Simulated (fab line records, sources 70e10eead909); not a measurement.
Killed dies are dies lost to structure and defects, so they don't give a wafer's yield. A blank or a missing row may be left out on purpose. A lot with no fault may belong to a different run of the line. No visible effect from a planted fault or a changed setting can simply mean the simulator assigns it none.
fab line records	flow nand-harc
record: lots: 4	wafers: 12	last-day: 32
route steps=1302 shown A_DECK1_JOINT@535 A_ONON_D2@545 A_CHANNEL_HOLE_D2@570 END@1302
lots that met no fault: from a run of the same line without faults
start-h: hours from the record's opening day to when the first of the lot's shown wafers began	wait-h: hours elapsed since this lot's preceding step	" same as the row above	L1.1+2: a row that stands for several wafers	- no value, or no start was given	* or withheld: withheld	< > ~ a bound
route shown NAME@n: a module of which the file shows steps, and the number in the route of the first	usual: the fault-free wafers' mean and standard deviation	same: alike in all rows	chamber/n: place in a boat	sites: the reading at each site	_std_site: standard deviation of those values	_edge_site: mean of outer sites minus mean of inner sites	radius-mm: for every site, how far away it sits from the centre of the wafer	mask NAME#n: copy n	behind: the most recent tool/chamber to have shaped the wafer	hold: the reason the lot was held/the length of the hold in hours/how it ended	device: transistor that didn't switch, given as n, p or np	end of line: the tests these same wafers got at the end of their route	step lacking rows: just its recipe	killed: dies lost to structure and defects at the first sort, not the wafer's yield	map: the dies of a wafer, with x for killed, . for not killed, _ for no die there
set.NAME: the setting that was run; set.NAME@STEP: the one run at that earlier step	model.NAME: the simulator's own value behind a step, which no gauge read
lots at some steps of the route; a table a step, a row a wafer
services: a tool's chamber out of use, with start hour (start-h, from the record's first day; less than 0 if before it), hours out, and reason
== steps ==
step: NHARC_A_DECK1_JOINT_CURE_26
recipe: temp-c: 150	time-s: 32	pressure-atm: 0.395
step: NHARC_A_DECK1_JOINT_ANNEAL_27
recipe: temp-c: 400	time-s: 3600	idle-temp-c: 300	ramp-up-c-per-min: 10	densification-p-h2o-torr: 640
step: NHARC_A_DECK1_JOINT_ANNEAL_28
recipe: temp-c: 500	time-s: 1800	idle-temp-c: 400	ramp-up-c-per-min: 10	densification-p-h2o-torr: 640
step: NHARC_A_DECK1_JOINT_ANNEAL_29
recipe: temp-c: 750	time-s: 1800	idle-temp-c: 500	ramp-up-c-per-min: 10	ramp-down-c-per-min: 3
step: NHARC_A_DECK1_JOINT_CMP_02
recipe: material: SiOx
step: NHARC_A_DECK1_JOINT_SRD_15
step: NHARC_A_DECK1_JOINT_DEP_16
recipe: target-thk-a: 450	temp-c: 400	pressure-torr: 6.5	rf-w: 900	teos-flow-sccm: 161.4	flow-sccm: 2650	target-thk-nm: 45	gas: O2	material: SiO2
step: NHARC_A_ONON_D2_DEP_00
recipe: target-thk-a: 10000	n2-flow-sccm: 2750	n2o-flow-sccm: 2000	nh3-flow-sccm: 500	sih4-flow-sccm: 210	temp-c: 400
step: NHARC_A_ONON_D2_DEP_03
recipe: target-thk-a: 10000	n2-flow-sccm: 2750	n2o-flow-sccm: 2000	nh3-flow-sccm: 500	sih4-flow-sccm: 210	temp-c: 400
usual: susceptor-temp-C: 400.02/0.24
lot.wafer	tool	chamber	start-h	wait-h	susceptor-temp-C
L484.4	pecvd-onon-04	0	298.38	0.2	399.54
L484.5	"	0	"	"	399.74
L484.6	"	0	"	"	399.62
L492.1	pecvd-onon-01	0	374.46	0.1	400.15
L492.5	"	0	"	"	400.21
L492.6	"	0	"	"	400.24
L500.2	pecvd-onon-04	0	464.40	0.1	400.36
L500.4	"	0	"	"	400.09
L500.6	"	0	"	"	399.98
L501.1	pecvd-onon-04	0	484.07	0.1	400.00
L501.2	"	0	"	"	399.96
L501.6	"	0	"	"	399.98
step: NHARC_A_ONON_D2_DEP_06
recipe: target-thk-a: 10000	n2-flow-sccm: 2750	n2o-flow-sccm: 2000	nh3-flow-sccm: 500	sih4-flow-sccm: 210	temp-c: 400
step: NHARC_A_ONON_D2_DEP_09
recipe: target-thk-a: 10000	n2-flow-sccm: 2750	n2o-flow-sccm: 2000	nh3-flow-sccm: 500	sih4-flow-sccm: 210	temp-c: 400
step: NHARC_A_ONON_D2_DEP_12
recipe: target-thk-a: 10000	n2-flow-sccm: 2750	n2o-flow-sccm: 2000	nh3-flow-sccm: 500	sih4-flow-sccm: 210	temp-c: 400
step: NHARC_A_ONON_D2_ANNEAL_15
recipe: temp-c: 750	time-s: 3600
step: NHARC_A_ONON_D2_DEP_16
recipe: target-thk-a: 10000	n2-flow-sccm: 2750	n2o-flow-sccm: 2000	nh3-flow-sccm: 500	sih4-flow-sccm: 210	temp-c: 400
step: NHARC_A_ONON_D2_DEP_19
recipe: target-thk-a: 10000	n2-flow-sccm: 2750	n2o-flow-sccm: 2000	nh3-flow-sccm: 500	sih4-flow-sccm: 210	temp-c: 400
step: NHARC_A_ONON_D2_DEP_22
recipe: target-thk-a: 10000	n2-flow-sccm: 2750	n2o-flow-sccm: 2000	nh3-flow-sccm: 500	sih4-flow-sccm: 210	temp-c: 400
step: NHARC_A_ONON_D2_DEP_25
recipe: target-thk-a: 10000	n2-flow-sccm: 2750	n2o-flow-sccm: 2000	nh3-flow-sccm: 500	sih4-flow-sccm: 210	temp-c: 400
step: NHARC_A_ONON_D2_DEP_28
recipe: target-thk-a: 10000	n2-flow-sccm: 2750	n2o-flow-sccm: 2000	nh3-flow-sccm: 500	sih4-flow-sccm: 210	temp-c: 400
step: NHARC_A_ONON_D2_DEP_33
recipe: target-thk-a: 2000	temp-c: 400	pressure-torr: 6.5	rf-w: 900	teos-flow-sccm: 161.4	flow-sccm: 2650	target-thk-nm: 200	gas: O2	material: SiO2
step: NHARC_A_CHANNEL_HOLE_D2_DEP_00
recipe: target-thk-a: 31000	temp-c: 400	material: aC
step: NHARC_A_CHANNEL_HOLE_D2_DEP_01
recipe: target-thk-a: 1400	target-thk-nm: 140	temp-c: 400	pressure-torr: 3.5	flow-sccm: 200	rf-w: 350	material: SiON
step: NHARC_A_CHANNEL_HOLE_D2_DEHYDRATE_02
recipe: temp-c: 150	time-s: 120
step: NHARC_A_CHANNEL_HOLE_D2_HMDS_03
recipe: time-s: 30
step: NHARC_A_CHANNEL_HOLE_D2_COAT_36
recipe: temp-c: 260	time-s: 75
step: NHARC_A_CHANNEL_HOLE_D2_COAT_37
recipe: temp-c: 225	time-s: 65
step: NHARC_A_CHANNEL_HOLE_D2_COAT_04
recipe: spin-rpm: 1500	resist-thk-nm: 90
step: NHARC_END_SORT_01
recipe: temp-c: 25
usual: killed-at-array: 52/17	killed-at-other: 0.8/1.1	killed-at-periphery: 3.2/2.2	killed-dies: 57/17	killed-open: 3.4/1.8	killed-short: 2.4/1.6
same: gross-dies: 677
lot.wafer	tool	chamber	start-h	wait-h	killed-at-array	killed-at-other	killed-at-periphery	killed-dies	killed-open	killed-short
L501.1	prober-02	0	765.25	2.5	107	0	0	107	0	0
L501.2	prober-02	0	766.04	2.8	127	0	1	128	2	4
L501.6	prober-02	0	769.18	3.9	115	0	2	117	2	4
L500.2	prober-01	0	766.00	2.8	113	0	5	118	6	2
L500.4	prober-01	0	767.59	3.4	106	1	6	113	5	2
L500.6	prober-01	0	769.19	4.0	110	1	1	112	7	1
killed by level:class
L501.1 A_ONON_D2:unspecified=74 A_SLIT:chamber-film-flake=23 A_CHANNEL_HOLE_D1:chamber-film-flake=7 A_CONTACT:chamber-film-flake=3
L500.2 A_ONON_D2:unspecified=81 A_SLIT:chamber-film-flake=9 A_CHANNEL_HOLE_D1:chamber-film-flake=8 A_CONTACT:chamber-film-flake=5 A_STAIRCASE:chamber-film-flake=3 P_CONTACT:geometric-particle:open=2 P_M2:geometric-particle:open=1 A_CHANNEL_FILL_D1:geometric-particle:open=1
L501.2 A_ONON_D2:unspecified=79 A_SLIT:chamber-film-flake=29 A_CHANNEL_HOLE_D1:chamber-film-flake=11 P_GATE:geometric-particle:short=1 A_CHANNEL_FILL_D2:geometric-particle:open=1 A_SGD_CUT:geometric-particle:short=1 A_WL_FILL:geometric-particle:short=1 A_CONTACT:geometric-particle:open=1
L500.4 A_ONON_D2:unspecified=76 A_CHANNEL_HOLE_D1:chamber-film-flake=9 A_STAIRCASE:chamber-film-flake=6 A_SLIT:chamber-film-flake=6 A_CONTACT:chamber-film-flake=4 P_CONTACT:geometric-particle:open=2 P_ZERO_WELL:chamber-film-flake=2 P_STI:chamber-film-flake=2
L501.6 A_ONON_D2:unspecified=76 A_SLIT:chamber-film-flake=24 A_CHANNEL_HOLE_D1:chamber-film-flake=6 A_CONTACT:chamber-film-flake=2 P_GATE:geometric-particle:open=1 P_GATE:geometric-particle:short=1 A_ONON_D1:geometric-particle:short=1 A_CHANNEL_FILL_D1:geometric-particle:short=1
L500.6 A_ONON_D2:unspecified=76 A_CHANNEL_HOLE_D1:chamber-film-flake=11 A_CHANNEL_FILL_D2:geometric-particle:open=5 A_CONTACT:chamber-film-flake=4 A_SLIT:chamber-film-flake=4 A_STAIRCASE:chamber-film-flake=4 A_M0:chamber-film-flake=2 A_ONON_D1:geometric-particle:short=1
map L500.2 (x killed, . not)
____________.____________
_________......x_________
_______..........._______
______......x....x.______
_____.......x......._____
____.....x..x........____
____........x........____
___........x..........___
___...x.........x.....___
__..............x..x...__
__...............x.xxx.__
_..............xxxxxxx.._
_.............x.xxxxxx.._
_....x.........xxxxxx..x_
_..............xxxxxxxx._
_....x.......xxxxxxxxxx._
..............x.xxxxxxx..
............x..xxxxxxxx.x
......x.......xxxxxxxxx..
...x........x.x.xxxxxxxx.
..x.......xx..x...xx.x...
_.............x.....x..._
_x.x.x.............x...._
_x.......x.............._
_.x...........x........._
_x.x...................._
__.x...................__
__.....................__
___...................___
___...................___
____.......x.........____
____.................____
_____x.............._____
______.............______
_______..........._______
_________......._________
____________.____________
map L501.2 (x killed, . not)
____________.____________
_________......._________
_______..........._______
______.............______
_____........x......_____
____.................____
____................x____
___.......xx..........___
___...................___
__.........xx....xxxx..__
__.........xxx....xxx.x__
_........xxxxxxxx.xxx.x._
_...........xxxxxxxxxxx._
_........x..xxxxxxxxxx.._
_..........xxxxxxxxxxxx._
_..........xxxxxxxxxxxxx_
...........xxxx.xxxxxxx..
......x..xx..xxxxxxxxx...
..........x....xxxxxxxx..
................xxxxx.x..
.................xxxxx...
_................xx.x..._
_......................._
_.........x.x......x...._
_......................._
_......................._
__.....................__
__.....................__
___...................___
___...................___
____.................____
____.................____
_____..............._____
______...x....x....______
_______..........._______
_________.x....._________
____________.____________
== services ==
tool	chamber	start-h	hours	kind
pecvd-onon-04	-	311.04	13.0	pm
pecvd-onon-01	-	450.31	13.0	pm
== key ==
first-sign: step: NHARC_END_SORT_01	reading: killed-at-array	direction: up	sigmas: 3.6	usual: 52	struck: 113
effect: step: NHARC_END_SORT_01	reading: killed-dies	direction: up	sigmas: 3.4	usual: 57	struck: 116
more-kills-born-at: NHARC_A_ONON_D2_DEP_03@pecvd-onon-04: 462
met-at NHARC_A_ONON_D2_DEP_03
struck-wafers L500.2,L500.4,L500.6,L501.1,L501.2,L501.6
tester-left-out L500,L501
onset-between 298.38 464.40
also-fits time
fault: kind: chamber-particle-source	tool: pecvd-onon-04	chamber: -	onset-h: 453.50	steps: NHARC_A_ONON_D2_DEP_03	rate-per-visit-cm2: 0.52779	end-h: 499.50
tester-left-out: of these lots the tester's yield and bins aren't shown, on N5 and GAA mostly nor the transistor test; their killed dies are dies lost to structure and defects alone, not to doping, threshold or leakage, so they don't give the yield
